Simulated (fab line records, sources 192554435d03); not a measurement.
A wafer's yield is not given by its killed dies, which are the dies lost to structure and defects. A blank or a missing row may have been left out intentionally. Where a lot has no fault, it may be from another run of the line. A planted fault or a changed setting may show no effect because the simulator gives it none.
Chamber matching	flow n5Finfet	N5_BEOL_M6_ETCH_66 on rieDiel-05 has 4 sister chambers
The step etches SOC in N2/H2, target depth 80 nm, overetch 16 nm, time 120 s. 8 wafers are shown with their chamber, then 9 later ones without.

WAFERS WITH THEIR CHAMBER
wafer	chamber	drypumpMotorCurrentA (A)	showerheadPlenumPTorr (Torr)
L078.3	3	5.6	2.61
L080.5	3	5.7	2.61
L080.6	0	6.4	2.44
L083.4	1	4.8	2.61
L083.6	2	5.9	2.48
L086.2	1	4.8	2.60
L086.3	0	6.4	2.44
L086.4	2	5.9	2.48

WAFERS WHOSE CHAMBER IS MISSING
wafer	drypumpMotorCurrentA (A)	showerheadPlenumPTorr (Torr)
L090.1	6.4	2.44
L090.3	4.8	2.60
L090.6	5.6	2.60
L096.3	5.9	2.47
L096.5	5.6	2.60
L096.6	5.9	2.47
L097.2	4.8	2.60
L097.3	5.7	2.59
L097.5	4.8	2.60

THE CHAMBER EACH PASSED THROUGH
wafer	from the rows above	in truth
L090.1	0	0
L090.3	1	1
L090.6	3	3
L096.3	2	2
L096.5	3	3
L096.6	2	2
L097.2	1	1
L097.3	3	3
L097.5	1	1
Placed correctly: 9 of 9. Can't be placed from these rows: 0. Number placed wrongly: 0.
How it was worked out, from the rows above alone: a wafer's distance from a chamber is the root of the sum, over the readings, of the square of ((its reading less the chamber's mean) divided by the reading's scatter). If the next closest chamber is less than 2 further off than the closest, the wafer can't be placed; otherwise it belongs to the closest. For every chamber, the mean is computed from those of its wafers that are shown. The scatter is the square root of a quotient: the sum, over the shown wafers, of each reading's squared deviation from its chamber's mean, divided by wafers minus chambers.
